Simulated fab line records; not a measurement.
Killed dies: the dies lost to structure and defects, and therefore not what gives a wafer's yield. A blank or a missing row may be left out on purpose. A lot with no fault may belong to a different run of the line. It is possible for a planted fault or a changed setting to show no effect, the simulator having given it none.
fab line records ; flow nand_harc
record: lots: 6; wafers: 18; last_day: 31
route steps=1302 shown A_STAIRCASE@693
lots that met no fault: from a run of the same line without faults
start_h: hours from the record's opening day to when the first of the lot's shown wafers began ; wait_h: how many hours have passed since the lot's step before this one ; " same as the row above ; L1.1+2: several wafers, shown together as one row ; - no value present, or no start provided ; * or withheld: withheld ; < > ~ a bound
route shown NAME@n: names a module that has steps shown in the file, with the first one's number in the route ; usual: mean/standard deviation of fault-free wafers ; same: alike in all rows ; chamber/n: place in a boat ; sites: the reading at each site ; _std_site: standard deviation of those values ; _edge_site: inner sites' mean taken away from outer sites' mean ; radius_mm: for every site, how far away it sits from the centre of the wafer ; mask NAME#n: copy n ; behind: the tool/chamber that last shaped the wafer ; hold: the reason the lot was held/the length of the hold in hours/how it ended ; device: whichever transistor did not switch (one of n, p or np) ; end of line: tests of these same wafers at the route's end ; a step without rows: its recipe alone ; killed: not the wafer's yield, but the dies lost to structure and defects at the first sort ; map: a wafer's dies, marking killed ones x, the rest . and places with no die _
set.NAME: the run value of the setting; set.NAME@STEP: its run value at that earlier step ; model.NAME: the simulator's own value behind a step, which no gauge read
a table for each step, a row for each wafer; lots at some steps of the route
services: when a tool's chamber went out of use (start_h, in hours from the record's first day, below 0 if earlier), for how many hours, and the reason
== steps ==
step: NHARC_A_STAIRCASE_SOFTBAKE_179
recipe: temp_c: 135; time_s: 170
step: NHARC_A_STAIRCASE_EBR_180
step: NHARC_A_STAIRCASE_EXPOSE_181
recipe: na: 0.5; dose_mj: 27.87; mask_id: STAIR_2
step: NHARC_A_STAIRCASE_PEB_182
recipe: peb_temp_c: 115; peb_time_s: 130
step: NHARC_A_STAIRCASE_DEVELOP_183
recipe: time_s: 140
step: NHARC_A_STAIRCASE_HARDBAKE_185
recipe: temp_c: 120; time_s: 140
step: NHARC_A_STAIRCASE_DESCUM_186
recipe: time_s: 3; o2_flow_sccm: 200; ar_flow_sccm: 0; bias_power_w: 0; chemistry: O2
usual: drypump_motor_current_A: 5.7/0.62; oes_product_au: 1.002/0.0069; rf_vpp_V: 57.6/0.9; showerhead_plenum_p_Torr: 1.88/0.1; throttle_valve_pct: 11.310/0.01
lot.wafer;tool;chamber;start_h;wait_h;drypump_motor_current_A;oes_product_au;rf_hours_counter_h;rf_vpp_V;showerhead_plenum_p_Torr;throttle_valve_pct
L897.4;rie_diel-06;2;369.38;-;6.3;1.001;14;59.1;1.97;11.302
L897.5;rie_diel-06;3;369.38;-;6.7;1.009;-;57.0;1.87;11.287
L897.6;rie_diel-06;0;369.38;-;4.8;0.999;-;56.9;1.82;11.294
L902.2;rie_diel-06;1;429.52;-;5.9;1.008;29;58.2;2.07;11.297
L902.3;rie_diel-06;2;429.52;-;6.3;1.003;32;57.6;1.97;11.317
L902.4;rie_diel-06;0;429.52;-;4.8;1.010;33;56.1;1.81;11.307
L903.3;rie_diel-06;3;439.83;-;6.7;1.010;38;56.4;1.86;11.313
L903.2;rie_diel-06;1;439.83;-;5.9;1.012;32;59.0;2.07;11.333
L903.6;rie_diel-06;3;439.83;-;6.7;1.006;-;57.2;1.86;11.305
L911.1;rie_diel-04;2;519.70;-;6.0;1.003;51;57.5;1.80;11.311
L911.4;rie_diel-04;3;519.70;-;5.4;1.001;23;57.1;1.87;11.311
L911.5;rie_diel-04;2;519.70;-;6.0;1.000;-;57.4;1.80;11.322
L912.3;rie_diel-06;0;531.66;-;4.8;0.993;16;57.7;1.80;11.318
L912.2;rie_diel-06;1;531.66;-;5.9;1.001;15;56.1;2.06;11.327
L912.6;rie_diel-06;2;531.66;-;6.3;1.009;-;57.5;1.96;11.310
L913.1;rie_diel-06;0;532.15;-;4.8;1.011;16;58.2;1.80;11.310
L913.6;rie_diel-06;2;532.15;-;6.3;1.001;-;57.8;1.96;11.280
L913.5;rie_diel-06;1;532.15;-;5.9;1.001;-;57.5;2.05;11.329
step: NHARC_A_STAIRCASE_TRIM_187
recipe: time_s: 211.2; o2_flow_sccm: 500; ar_flow_sccm: 0; bias_w: 0; chemistry: O2
usual: drypump_motor_current_A: 5.8/0.61; oes_product_au: 1.002/0.0067; rf_vpp_V: 57.8/1; showerhead_plenum_p_Torr: 3.49/0.17; throttle_valve_pct: 17.038/0.0093
lot.wafer;tool;chamber;start_h;wait_h;drypump_motor_current_A;oes_product_au;rf_hours_counter_h;rf_vpp_V;showerhead_plenum_p_Torr;throttle_valve_pct
L897.4;rie_diel-06;0;369.55;0.2;4.8;1.003;18;57.6;3.36;17.034
L897.5;rie_diel-06;2;369.55;0.2;6.3;1.004;-;59.6;3.63;17.036
L897.6;rie_diel-06;3;369.55;0.2;6.7;1.017;-;56.3;3.45;17.036
L902.3;rie_diel-06;2;429.62;0.1;6.4;0.999;32;57.5;3.62;17.047
L902.4;rie_diel-06;3;429.62;0.1;6.7;1.003;36;58.5;3.44;17.050
L902.2;rie_diel-06;0;429.62;0.1;4.9;1.008;33;57.0;3.35;17.036
L903.2;rie_diel-06;2;439.93;0.1;6.3;0.993;34;56.6;3.62;17.038
L903.3;rie_diel-06;3;439.93;0.1;6.7;1.007;38;57.6;3.44;17.052
L903.6;rie_diel-06;2;439.93;0.1;6.3;1.003;-;57.9;3.62;17.033
L911.4;rie_diel-04;1;519.78;0.1;4.9;0.999;52;58.6;3.39;17.035
L911.1;rie_diel-04;3;519.78;0.1;5.4;0.997;23;57.5;3.45;17.035
L911.5;rie_diel-04;2;519.78;0.1;6.0;1.013;-;57.3;3.34;17.025
L912.3;rie_diel-06;2;531.75;0.1;6.3;0.998;15;57.4;3.60;17.024
L912.2;rie_diel-06;0;531.75;0.1;4.8;1.002;16;57.1;3.33;17.032
L912.6;rie_diel-06;1;531.75;0.1;6.0;1.006;-;58.1;3.77;17.036
L913.1;rie_diel-06;0;532.28;0.1;4.9;1.014;16;59.1;3.33;17.035
L913.6;rie_diel-06;1;532.28;0.1;5.9;0.999;-;56.7;3.77;17.041
L913.5;rie_diel-06;2;532.28;0.1;6.3;1.015;-;58.9;3.60;17.040
step: NHARC_A_STAIRCASE_ETCH_188
recipe: target_depth_a: 1000; time_s: 40.5; ion_energy_ev: 400; c4f8_flow_sccm: 20; o2_flow_sccm: 10; ar_flow_sccm: withheld; rf_w: 600; bias_w: 1000; chemistry: C4F8/O2
usual: oes_product_au: 0.942/0.012; rf_vpp_V: 894/6.3
lot.wafer;tool;chamber;start_h;wait_h;oes_product_au;rf_hours_counter_h;rf_vpp_V
L897.4;rie_diel-06;1;-;-;0.938;14;905
L897.6;rie_diel-06;2;-;-;0.928;-;900
L897.5;rie_diel-06;3;-;-;0.922;-;893
L902.4;rie_diel-06;0;-;-;0.950;33;890
L902.3;rie_diel-06;2;-;-;0.953;32;899
L902.2;rie_diel-06;3;-;-;0.965;36;892
L903.2;rie_diel-06;0;-;-;0.931;36;888
L903.3;rie_diel-06;1;-;-;0.932;32;906
L903.6;rie_diel-06;2;-;-;0.930;-;899
L911.4;rie_diel-04;3;-;-;0.940;23;893
L911.1;rie_diel-04;1;-;-;0.944;52;892
L911.5;rie_diel-04;3;-;-;0.938;-;895
L912.3;rie_diel-06;1;-;-;0.941;15;904
L912.2;rie_diel-06;0;-;-;0.947;16;888
L912.6;rie_diel-06;1;-;-;0.954;-;905
L913.1;rie_diel-06;2;-;-;0.941;15;899
L913.6;rie_diel-06;2;-;-;0.937;-;898
L913.5;rie_diel-06;0;-;-;0.934;-;889
step: NHARC_A_STAIRCASE_TRIM_189
recipe: time_s: 211.2; o2_flow_sccm: 500; ar_flow_sccm: 0; bias_w: 0; chemistry: O2
usual: drypump_motor_current_A: 5.8/0.62; oes_product_au: 1.003/0.0074; rf_vpp_V: 57.7/0.92; showerhead_plenum_p_Torr: 3.47/0.17; throttle_valve_pct: 17.036/0.0093
lot.wafer;tool;chamber;start_h;wait_h;drypump_motor_current_A;oes_product_au;rf_hours_counter_h;rf_vpp_V;showerhead_plenum_p_Torr;throttle_valve_pct
L897.4;rie_diel-06;1;-;-;6.0;1.010;14;59.2;3.80;17.046
L897.6;rie_diel-06;0;-;-;4.8;0.992;-;58.5;3.36;17.040
L897.5;rie_diel-06;1;-;-;6.0;1.012;-;59.1;3.80;17.036
L902.4;rie_diel-06;1;-;-;5.9;1.010;30;58.9;3.79;17.046
L902.3;rie_diel-06;2;-;-;6.3;1.007;32;58.5;3.62;17.033
L902.2;rie_diel-06;0;-;-;4.8;1.008;33;58.0;3.35;17.034
L903.3;rie_diel-06;3;-;-;6.7;1.008;38;57.5;3.44;17.055
L903.2;rie_diel-06;0;-;-;4.8;1.001;36;57.7;3.35;17.038
L903.6;rie_diel-06;3;-;-;6.7;0.997;-;57.3;3.44;17.044
L911.1;rie_diel-04;0;-;-;5.4;1.000;48;57.3;3.28;17.037
L911.4;rie_diel-04;3;-;-;5.4;1.009;24;57.5;3.45;17.027
L911.5;rie_diel-04;1;-;-;4.8;1.001;-;57.7;3.38;17.025
L912.3;rie_diel-06;2;-;-;6.3;1.004;15;58.6;3.60;17.044
L912.2;rie_diel-06;1;-;-;6.0;1.006;15;58.7;3.77;17.037
L912.6;rie_diel-06;0;-;-;4.8;1.015;-;57.2;3.34;17.044
L913.1;rie_diel-06;2;-;-;6.3;1.007;15;57.5;3.60;17.040
L913.6;rie_diel-06;0;-;-;4.8;1.009;-;58.3;3.33;17.029
L913.5;rie_diel-06;1;-;-;5.9;1.000;-;58.3;3.77;17.030
step: NHARC_A_STAIRCASE_ETCH_190
recipe: target_depth_a: 1000; time_s: 40.5; ion_energy_ev: 400; c4f8_flow_sccm: 20; o2_flow_sccm: 10; ar_flow_sccm: withheld; rf_w: 600; bias_w: 1000; chemistry: C4F8/O2
usual: oes_product_au: 0.943/0.0097; rf_vpp_V: 894/6
lot.wafer;tool;chamber;start_h;wait_h;oes_product_au;rf_hours_counter_h;rf_vpp_V
L897.4;rie_diel-06;1;-;-;0.937;14;904
L897.5;rie_diel-06;2;-;-;0.950;-;901
L897.6;rie_diel-06;3;-;-;0.947;-;893
L902.4;rie_diel-06;3;-;-;0.954;36;891
L902.2;rie_diel-06;0;-;-;0.951;33;890
L902.3;rie_diel-06;1;-;-;0.954;30;904
L903.3;rie_diel-06;2;-;-;0.953;34;898
L903.2;rie_diel-06;0;-;-;0.945;36;889
L903.6;rie_diel-06;2;-;-;0.947;-;898
L911.1;rie_diel-04;3;-;-;0.939;24;893
L911.4;rie_diel-04;1;-;-;0.925;52;890
L911.5;rie_diel-04;0;-;-;0.936;-;887
L912.2;rie_diel-06;1;-;-;0.935;15;905
L912.3;rie_diel-06;0;-;-;0.942;16;891
L912.6;rie_diel-06;0;-;-;0.949;-;889
L913.1;rie_diel-06;1;-;-;0.941;16;904
L913.6;rie_diel-06;1;-;-;0.930;-;904
L913.5;rie_diel-06;2;-;-;0.936;-;899
step: NHARC_A_STAIRCASE_TRIM_191
recipe: time_s: 211.2; o2_flow_sccm: 500; ar_flow_sccm: 0; bias_w: 0; chemistry: O2
usual: drypump_motor_current_A: 5.8/0.63; oes_product_au: 1.002/0.0073; rf_vpp_V: 57.8/0.92; showerhead_plenum_p_Torr: 3.47/0.17; throttle_valve_pct: 17.036/0.0095
lot.wafer;tool;chamber;start_h;wait_h;drypump_motor_current_A;oes_product_au;rf_hours_counter_h;rf_vpp_V;showerhead_plenum_p_Torr;throttle_valve_pct
L897.4;rie_diel-06;3;370.35;-;6.7;0.994;19;57.6;3.44;17.048
L897.5;rie_diel-06;0;370.35;-;4.8;1.006;-;58.8;3.36;17.028
L897.6;rie_diel-06;1;370.35;-;6.0;1.002;-;59.3;3.80;17.047
L902.3;rie_diel-06;1;430.06;-;5.9;1.010;30;59.0;3.79;17.036
L902.4;rie_diel-06;3;430.06;-;6.7;0.749;36;57.6;3.44;17.036
L902.2;rie_diel-06;0;430.06;-;4.8;1.004;33;57.5;3.35;17.053
L903.3;rie_diel-06;0;440.38;-;4.8;1.007;36;57.5;3.35;17.044
L903.2;rie_diel-06;1;440.38;-;5.9;1.015;32;58.2;3.79;17.048
L903.6;rie_diel-06;0;440.38;-;4.8;0.745;-;58.2;3.35;17.038
L911.4;rie_diel-04;3;520.65;-;5.5;1.008;24;55.8;3.45;17.038
L911.1;rie_diel-04;1;520.65;-;4.9;0.984;52;57.7;3.38;17.028
L911.5;rie_diel-04;3;520.65;-;5.5;0.997;-;56.9;3.45;17.044
L912.3;rie_diel-06;1;532.36;-;5.9;1.020;15;57.9;3.77;17.034
L912.2;rie_diel-06;0;532.36;-;4.8;1.005;16;57.8;3.33;17.033
L912.6;rie_diel-06;2;532.36;-;6.4;1.000;-;57.3;3.60;17.043
L913.1;rie_diel-06;2;533.01;-;6.3;1.001;15;58.3;3.60;17.035
L913.6;rie_diel-06;2;533.01;-;6.3;0.997;-;57.0;3.60;17.039
L913.5;rie_diel-06;3;533.01;-;6.7;0.999;-;59.6;3.42;17.047
step: NHARC_A_STAIRCASE_ETCH_192
recipe: target_depth_a: 1000; time_s: 40.5; ion_energy_ev: 400; c4f8_flow_sccm: 20; o2_flow_sccm: 10; ar_flow_sccm: withheld; rf_w: 600; bias_w: 1000; chemistry: C4F8/O2
== services ==
tool;chamber;start_h;hours;kind
rie_diel-04;-;363.75;2.0;repair
rie_diel-06;0;365.26;-;clean
rie_diel-06;1;365.26;-;clean
rie_diel-06;2;365.26;-;clean
rie_diel-06;3;365.26;-;clean
rie_diel-04;0;365.95;16.7;repair
rie_diel-04;-;367.82;9.0;pm
rie_diel-04;3;379.42;41.8;repair
rie_diel-06;0;389.76;-;clean
rie_diel-06;1;389.76;-;clean
rie_diel-06;2;389.76;-;clean
rie_diel-06;3;389.76;-;clean
rie_diel-06;0;414.26;-;clean
rie_diel-06;1;414.26;-;clean
rie_diel-06;2;414.26;-;clean
rie_diel-06;3;414.26;-;clean
rie_diel-06;0;438.76;-;clean
rie_diel-04;3;441.69;2.4;repair
rie_diel-06;-;460.05;0.5;repair
rie_diel-04;3;479.76;23.6;repair
rie_diel-06;-;484.22;9.0;pm
rie_diel-04;2;502.68;5.3;repair
rie_diel-06;3;510.42;22.2;repair
rie_diel-04;2;528.93;13.7;repair
== key ==
first_sign: step: NHARC_A_STAIRCASE_TRIM_191; reading: oes_product_au; direction: down; sigmas: 35; usual: 1.002; struck: 0.747
effect none on later readings
met_at NHARC_A_STAIRCASE_TRIM_191
struck_wafers L902.4,L903.6
later_rows_left_out L902.4,L903.6
sort_left_out L902.4,L903.6
tester_left_out L902,L903
onset_between 370.35 430.06
fault: kind: process_parameter_drift; tool: rie_diel-06; chamber: -; onset_h: 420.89; steps: NHARC_A_STAIRCASE_TRIM_191; channel: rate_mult; offset: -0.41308; shape: step; end_h: 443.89; scope: struck_wafers_only
tester_left_out: of these lots the tester's yield and bins aren't shown, on N5 and GAA mostly nor the transistor test; their killed dies are dies lost to structure and defects alone, not to doping, threshold or leakage, so they don't give the yield
sort_left_out: the simulated sort isn't trusted on such a fault, so these wafers' sort isn't shown, and their yield isn't known
later_rows_left_out: the simulator's readings of these wafers behind a module that went badly wrong aren't trusted and aren't shown, but for the sort
